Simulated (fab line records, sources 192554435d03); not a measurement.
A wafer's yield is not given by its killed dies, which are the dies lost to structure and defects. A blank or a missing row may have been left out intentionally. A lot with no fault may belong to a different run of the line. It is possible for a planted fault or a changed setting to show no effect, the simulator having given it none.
Code-filled problem report in 8D (eight disciplines) form + flow n5Finfet + the parts of the form that need people (team, actions taken, sign-off) are left out

1. THE PROBLEM
IOFF_N_LONG at N5_BEOL_M4_RC_MEAS_101 reads a mean of 1.5e-04 nA/um on 2 wafers of 2 lots; wafers without a fault read 5.5e-05 nA/um with a standard deviation of 3.2e-06. Measured from the usual mean, that is +28 standard deviations.
First seen on wafer L721.4, day 10 19:13, on prober-02. At this step, 26 wafers from 9 lots have a number in the record. The rule behind "out" and "out of limits": a value lying over 4 standard deviations away from the usual mean. Any other wafer with a number is counted as sound.

2. WHAT IT IS AND WHAT IT IS NOT
| question                    | is                                                                            | is not                                                                                       |
|-----------------------------|-------------------------------------------------------------------------------|----------------------------------------------------------------------------------------------|
| which readings at this step | IOFF_N_LONG, IOFF_N, IOFF_N_85C, IOFF_N_LIN, ION_N, VT_N, VT_N_LONG, VT_N_LVT | DIBL_N, DIBL_P, IOFF_P, ION_P, SS_N, SS_P, VT_P                                              |
| which lots                  | L721, L723                                                                    | L709, L713, L714, L724, L725, L729, L731                                                     |
| which wafers of those lots  | L721.4, L723.6                                                                | L721.1, L721.5, L723.1                                                                       |
| read on which gauges        | prober-02                                                                     | prober-01                                                                                    |
| when                        | from day 10 19:13                                                             | up to then (11 sound wafers); but 13 sound wafers of L723, L724, L725, L729, L731 came after |

3. THE SUSPECTS, EACH WITH WHAT RULES IT OUT
Counting: if a tool at a process step up to the reading ran every lot that is out, it stays a suspect. Sound lots after the first of them don't rule it out here, since some wafers of a struck lot are sound.
- the gauge at N5_BEOL_M4_RC_MEAS_101: kept. All the wafers that are out were read on prober-02, and no step on other tools shows them out.
- plasmaAsher-02 at N5_HKMG_FIN_STRIP_88 (strips in N2/H2, time 360 s): kept. It processed each lot that is out (first: L721, day 7 07:50); up to then, its last sound lot is L713 (day 5 04:40).
- aldMetal-02 at N5_HKMG_FIN_NWFM_ALD_20 (deposits TiAlC, target thk 2 nm, pulse time 3 s, purge time 2 s): kept. It processed each lot that is out (first: L721, day 7 08:14); up to then, its last sound lot is L714 (day 5 10:17).
The count leaves plasmaAsher-02 at N5_HKMG_FIN_STRIP_88, aldMetal-02 at N5_HKMG_FIN_NWFM_ALD_20, and prober-02 at N5_BEOL_M4_RC_MEAS_101.

4. THE CAUSE (what the simulator had put in)
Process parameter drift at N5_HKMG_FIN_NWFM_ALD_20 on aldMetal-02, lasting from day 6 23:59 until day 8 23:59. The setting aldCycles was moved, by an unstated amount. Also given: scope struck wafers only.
Of the 3 suspects that counting leaves, this tool is one.

5. THE CHAIN OF EFFECTS, in route order
Each row: a reading where the mean over the struck wafers with a number is more than 3 standard deviations away from the usual. Only readings whose record carries a usual standard deviation are examined. hours: median over the lots of the time between each lot's start at the first step of this table that gives one and its start at this step. sigmas: the change, counted in usual standard deviations.
| hours | step                    | reading            | usual         | on struck wafers | change   | sigmas      |
|-------|-------------------------|--------------------|---------------|------------------|----------|-------------|
| 0     | N5_BEOL_M4_RC_MEAS_101  | IOFF_N             | 0.18 nA/um    | 0.68             | +0.50    | +10         |
| 0     | N5_BEOL_M4_RC_MEAS_101  | IOFF_N_85C         | 3.4 nA/um     | 10.3             | +6.9     | +8.6        |
| 0     | N5_BEOL_M4_RC_MEAS_101  | IOFF_N_LIN         | 0.080 nA/um   | 0.306            | +0.226   | +13         |
| 0     | N5_BEOL_M4_RC_MEAS_101  | IOFF_N_LONG        | 5.5e-05 nA/um | 1.5e-04          | +9.0e-05 | +28         |
| 0     | N5_BEOL_M4_RC_MEAS_101  | ION_N              | 683 uA/um     | 771              | +88      | +5.5        |
| 0     | N5_BEOL_M4_RC_MEAS_101  | VT_N               | 249 mV        | 212              | -37      | -8.6        |
| 0     | N5_BEOL_M4_RC_MEAS_101  | VT_N_LONG          | 274.9 mV      | 241.9            | -33.0    | -17         |
| 0     | N5_BEOL_M4_RC_MEAS_101  | VT_N_LVT           | 97 mV         | 60               | -38      | -8.3        |
| 104   | N5_PASSIVATION_PROBE_49 | sort_bin_4_leakage | 0.0 %         | 54.6             | +54.6    | +99 or more |
| 104   | N5_PASSIVATION_PROBE_49 | sortNPass          | 1078          | 434              | -644     | -32         |
| 104   | N5_PASSIVATION_PROBE_49 | sortYieldPct       | 91.3 %        | 36.8             | -54.5    | -32         |
The process steps in it:
- N5_PASSIVATION_PROBE_49

6. WHAT WOULD HAVE CAUGHT IT SOONER
In this record the first reading out of limits at a measuring or inspecting step was taken at day 10 19:13, 91 hours after the fault began at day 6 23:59.
An alarm limit of 4 standard deviations would not have fired on the tool readings at N5_HKMG_FIN_NWFM_ALD_20 for which the record gives a usual standard deviation, since none of them was out on any struck wafer.
By day 10 19:13, every lot that is out (2) had started N5_HKMG_FIN_NWFM_ALD_20 on aldMetal-02. None of them would have been spared by holding the tool at that moment.
